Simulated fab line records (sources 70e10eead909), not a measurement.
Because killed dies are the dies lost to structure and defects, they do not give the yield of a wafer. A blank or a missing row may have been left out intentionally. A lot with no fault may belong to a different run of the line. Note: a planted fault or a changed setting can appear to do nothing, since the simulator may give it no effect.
What tool caused it? ; flow nand harc ; 13 lots, 39 wafers sampled, at 6 steps of a route of 1159

== WHAT THE GAUGES READ, wafer by wafer ==
NHARC_A_SOURCE_PLATE_INSPECT_08. Usual: raw defect count 60, standard deviation 22.
lot;measured;on;raw defect count;flag
L973;day 7 16:24;defect inspect-01;83 102 92;
L974;day 8 02:21;defect inspect-02;66 49 53;
L976;day 8 02:21;defect inspect-01;29 39 20;
L978;day 8 13:53;defect inspect-02;71 57 61;
L977;day 8 13:53;defect inspect-01;38 45 26;
L979;day 8 21:55;defect inspect-02;45 58 51;
L980;day 8 21:55;defect inspect-01;83 57 66;
L981;day 9 13:05;defect inspect-01;96 43 71;
L982;day 9 13:06;defect inspect-02;69 92 123;
L986;day 10 19:27;defect inspect-02;51 73 69;
L987;day 11 00:19;defect inspect-02;50 83 87;
L996;day 12 23:40;defect inspect-02;69 45 50;
L995;day 13 06:59;defect inspect-01;33 57 28;

NHARC_A_ONON_D1_THK_MEAS_24: measures by ellipsometry. Usual: thk nm 998 nm, standard deviation 9.5.
lot;measured;on;thk nm (nm);flag
L973;day 8 03:35;film metro-02;989 987 988;
L974;day 8 13:40;film metro-02;989 990 990;
L976;day 8 13:40;film metro-01;990 989 990;
L978;day 9 01:08;film metro-02;986 987 986;
L977;day 9 01:11;film metro-02;998 999 998;
L979;day 9 09:01;film metro-01;998 999 998;
L980;day 9 09:01;film metro-02;992 994 992;
L981;day 10 00:14;film metro-01;998 996 998;
L982;day 10 00:14;film metro-02;995 994 995;
L986;day 11 10:05;film metro-02;998 1000 1045 1000 1000 1047;
L987;day 11 10:13;film metro-02;1004 1004 1004;
L996;day 13 10:47;film metro-02;998 997 999;
L995;day 13 18:29;film metro-02;1001 1002 1000;

NHARC_A_CHANNEL_HOLE_D1_INSPECT_12. Usual: raw defect count 5.7, standard deviation 2.6.
lot;measured;on;raw defect count;flag
L973;day 8 08:43;defect inspect-02;4 9 5;
L974;day 8 19:26;defect inspect-01;9 5 5;
L976;day 8 18:48;defect inspect-02;8 4 1;
L978;day 9 06:30;defect inspect-01;6 5 8;
L977;day 9 07:07;defect inspect-02;7 5 5;
L979;day 9 14:39;defect inspect-01;9 10 10;
L980;day 9 14:53;defect inspect-02;6 6 8;
L981;day 10 04:46;defect inspect-02;5 7 9;
L982;day 10 06:02;defect inspect-02;5 10 10;
L986;day 11 18:50;defect inspect-01;6 10;
L987;day 11 14:48;defect inspect-01;4 7 8;
L996;day 13 16:04;defect inspect-01;6 7 5;
L995;day 13 23:08;defect inspect-01;3 7 6;

NHARC_END_SORT_01. Usual: killed at array 27, standard deviation 11; killed at other 0.7, standard deviation 1.1; killed at periphery 3.4, standard deviation 2.1; killed dies 31, standard deviation 12; killed open 3.6, standard deviation 2; killed short 2.0, standard deviation 1.3.
lot;measured;on;killed at array;killed at other;killed at periphery;killed dies;killed open;killed short;flag
L974;day 19 18:46;prober-02;21 36 38;0 0 0;5 3 6;26 39 44;0 3 6;3 3 2;
L978;day 20 02:30;prober-01;18 33 24;1 2 0;3 6 7;22 41 31;2 4 1;0 2 0;
L977;day 20 23:46;prober-01;15 22 27;2 0 0;5 1 4;22 23 31;6 0 3;1 1 1;
L979;day 20 15:57;prober-01;34 35 34;1 2 1;6 4 2;41 41 37;4 3 2;1 1 2;
L980;day 20 16:48;prober-02;11 14 15;0 0 0;5 5 1;16 19 16;0 5 4;0 0 0;
L981;day 21 05:58;prober-01;19 24 26;0 0 1;0 3 5;19 27 32;3 2 8;2 3 0;
L982;day 21 03:26;prober-02;24 28 31;0 0 1;2 3 3;26 31 35;2 2 5;2 0 3;
L986;day 22 03:00;prober-01;36 38 642;0 0 0;4 7 5;40 45 647;6 2 6;4 4 0;OFF

== WHICH TOOL RAN EACH LOT (tool, then ch and the chambers of the sampled wafers, then the start) ==
lot;NHARC_P_BONDPAD_CMP_19;NHARC_A_ONON_D1_DEP_22
L973;cmp-03 ch 0,1,3, day 6 14:34;pecvd onon-02 ch 0, day 8 03:12
L974;cmp-03 ch 0,1,3, day 7 01:47;pecvd onon-03 ch 0, day 8 13:09
L976;cmp-01 ch 0,2, day 7 03:13;pecvd onon-02 ch 0, day 8 13:09
L978;cmp-02 ch 1,2,3, day 7 13:52;pecvd onon-04 ch 0, day 9 00:38
L977;cmp-02 ch 2,3, day 7 14:59;pecvd onon-02 ch 0, day 9 00:46
L979;cmp-01 ch 1,2,3, day 7 21:46;pecvd onon-02 ch 0, day 9 08:37
L980;cmp-02 ch 0,3, day 7 22:23;pecvd onon-03 ch 0, day 9 08:41
L981;cmp-03 ch 0,1,2, day 8 11:22;pecvd onon-04 ch 0, day 9 23:43
L982;cmp-03 ch 1,2,3, day 8 12:28;pecvd onon-02 ch 0, day 9 23:47
L986;cmp-01 ch 0,1,2, day 9 18:03;pecvd onon-02 ch 0, day 11 09:38
L987;cmp-03 ch 0,3, day 10 00:14;pecvd onon-03 ch 0, day 11 09:46
L996;cmp-02 ch 1,3, day 11 23:57;pecvd onon-04 ch 0, day 13 10:17
L995;cmp-02 ch 0,1,2, day 12 04:51;pecvd onon-03 ch 0, day 13 17:59
- NHARC_P_BONDPAD_CMP_19: polishes, t overpolish 30 s, cu recess touch 16 s, target thk 160.81 nm.
- NHARC_A_ONON_D1_DEP_22: target thk 1000 nm.

== AS READ BY THE TOOLS THEMSELVES (means over the sampled wafers that have a number; for cases with no such wafer, the mark the record gives instead) ==
NHARC_P_BONDPAD_CMP_19. Usual: motor current A 12.3 A, standard deviation 1.4; overpolish run s 30.000 s, standard deviation 0.0092.
lot;tool;motor current A (A);overpolish run s (s);flag
L973;cmp-03;13.0;30.004;
L974;cmp-03;12.1;30.002;
L976;cmp-01;12.0;30.002;
L978;cmp-02;12.6;30.003;
L977;cmp-02;12.4;29.991;
L979;cmp-01;11.3;30.003;
L980;cmp-02;10.6;29.998;
L981;cmp-03;13.9;30.002;
L982;cmp-03;12.6;29.996;
L986;cmp-01;12.4;30.000;
L987;cmp-03;11.4;30.000;
L996;cmp-02;11.7;30.001;
L995;cmp-02;12.2;30.001;

NHARC_A_ONON_D1_DEP_22. Usual: sih4 flow sccm 210.0 sccm, standard deviation 0.58.
lot;tool;sih4 flow sccm (sccm);flag
L973;pecvd onon-02;210.2;
L974;pecvd onon-03;210.0;
L976;pecvd onon-02;209.6;
L978;pecvd onon-04;210.2;
L977;pecvd onon-02;210.2;
L979;pecvd onon-02;209.9;
L980;pecvd onon-03;209.8;
L981;pecvd onon-04;210.5;
L982;pecvd onon-02;210.0;
L986;pecvd onon-02;209.4;
L987;pecvd onon-03;210.1;
L996;pecvd onon-04;210.1;
L995;pecvd onon-03;209.8;

== THE ANSWER, worked out from the rows above alone ==
Rule: take the mean of a lot's wafers that have a number; if it is more than 3 standard deviations from the usual mean, the lot is off. Also off: a lot with no number at a reading for which 4 or more lots have one. Any other lot the step has rows for is counted as sound. First the gauges in route order, then the tools' own readings, where a lot's mean is used as printed above. The first step at which some lot is off is used, and at that step the reading that is off furthest; a lot without a number counts as furthest.
Off, at NHARC_END_SORT_01 on killed at array: L986. Neither off nor sound, because the step has no rows for them: L973, L976, L987, L996, L995.
If a tool, at a process step before that reading, ran all the lots that are off and no sound lot after the first of them, it fits. Gauges at NHARC_END_SORT_01: tried the same way as those tools. Can't be told from this: 3 tools fit, cmp-01 at NHARC_P_BONDPAD_CMP_19, pecvd onon-02 at NHARC_A_ONON_D1_DEP_22, prober-01 at NHARC_END_SORT_01.

== WHAT THE SIMULATOR HAD PUT IN ==
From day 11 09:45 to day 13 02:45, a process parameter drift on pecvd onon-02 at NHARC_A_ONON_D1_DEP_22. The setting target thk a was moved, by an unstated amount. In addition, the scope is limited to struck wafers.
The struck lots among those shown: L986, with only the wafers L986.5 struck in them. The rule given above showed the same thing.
